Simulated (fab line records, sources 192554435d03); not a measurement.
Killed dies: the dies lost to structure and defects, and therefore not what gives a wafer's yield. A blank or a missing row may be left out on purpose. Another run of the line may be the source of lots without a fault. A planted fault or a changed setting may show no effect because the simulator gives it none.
Code-filled problem report in 8D (eight disciplines) form ; flow n5_finfet ; the parts of the form that need people (team, actions taken, sign-off) are left out

== 1. PROBLEM STATEMENT ==
Across 2 wafers from 2 lots, M12_ILD_THK at N5_BEOL_M12_THK_MEAS_01 averages 998 nm, while fault-free wafers read 658 nm with a standard deviation of 8.1. That is +42 standard deviations from the usual mean.
Seen first at day 15 15:45 on film_metro-02, wafer L231.2. The record holds 28 wafers of 10 lots with a number at this step. The rule behind "out" and "out of limits": a value lying over 4 standard deviations away from the usual mean. The other wafers with a number count as sound.

== 2. WHAT IT IS AND WHAT IT IS NOT ==
question;is;is not
which readings at this step;M12_ILD_THK;-
which lots;L231, L234;L220, L221, L223, L224, L230, L236, L237, L238
which wafers of those lots;L231.2, L234.3;L231.1, L234.4
read on which gauges;film_metro-02;film_metro-01
when;from day 15 15:45;"up to then (16 sound wafers); but 10 sound wafers of L234, L236, L237, L238 came after"

== 3. WHAT RULES OUT EACH SUSPECT ==
Counting: a tool at a process step up to the reading stays a suspect if it ran every lot that is out. Sound lots after the first of them don't rule it out here, since some wafers of a struck lot are sound.
- the gauge at N5_BEOL_M12_THK_MEAS_01: ruled out. All the wafers that are out were read on film_metro-02, but those of them that N5_BEOL_M12_ILD_DEP_00 has rows for are out there too, on other tools.
- rie_diel-05 at N5_BEOL_M11_STRIP_77 (strips in N2/H2, time 10 s): kept. It ran every lot that is out, first L231 (day 15 12:32); its last sound lot up to then is L230 (day 14 17:55). N5_BEOL_M11_STRIP_77: start missing for some lots; hours and lot order therefore follow N5_BEOL_M11_ALD_74.
- pecvd-03 at N5_BEOL_M12_ILD_DEP_00 (deposits SiOC from DEMS/O2, target thk 658.92 nm, time 130.7 s): kept. It ran every lot that is out, first L231 (day 15 15:37); its last sound lot up to then is L224 (day 13 17:10). Its own run_length_s readings are out on those wafers.
Remaining after the count are rie_diel-05 at N5_BEOL_M11_STRIP_77 and pecvd-03 at N5_BEOL_M12_ILD_DEP_00.

== 4. THE CAUSE (what the simulator had put in) ==
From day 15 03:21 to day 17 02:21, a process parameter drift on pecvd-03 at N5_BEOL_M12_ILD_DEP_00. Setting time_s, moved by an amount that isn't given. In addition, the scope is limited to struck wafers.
2 suspects survive the count, and this tool is in that group.

== 5. THE EFFECT CHAIN, in route order ==
Each row: a reading where the mean over the struck wafers with a number is more than 3 standard deviations away from the usual. Only readings whose record carries a usual standard deviation are examined. hours: median over the lots of the time between each lot's start at the first step of this table that gives one and its start at this step. sigmas: the change, counted in usual standard deviations.
hours;step;reading;usual;on struck wafers;change;sigmas
0;N5_BEOL_M12_ILD_DEP_00;run_length_s;175.5 s;244.2;+68.7;+99 or more
0;N5_BEOL_M12_THK_MEAS_01;M12_ILD_THK;658 nm;998;+340;+42
1;N5_BEOL_M12_STRIP_63;oes_product_au;0.693 a.u.;0.592;-0.101;-23
1;N5_BEOL_M12_STRIP_63;strip_time_to_endpoint_s;42.7 s;12.4;-30.3;-39
Its process steps:
- N5_BEOL_M12_ILD_DEP_00: deposits SiOC from DEMS/O2, target thk 658.92 nm, time 130.7 s.
- N5_BEOL_M12_STRIP_63: strips in N2/H2.

== 6. HOW IT WOULD HAVE BEEN CAUGHT EARLIER ==
In this record the first reading out of limits at a measuring or inspecting step was taken at day 15 15:45, 12 hours after the fault began at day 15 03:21.
The tool's own readings at N5_BEOL_M12_ILD_DEP_00 were out on every struck wafer that the step has a row for (run_length_s): an alarm limit on them would have fired on the first of those.
Of the lots that are out (2), L234 began N5_BEOL_M12_ILD_DEP_00 on pecvd-03 after day 15 15:45. Holding the tool at that time would have saved it.
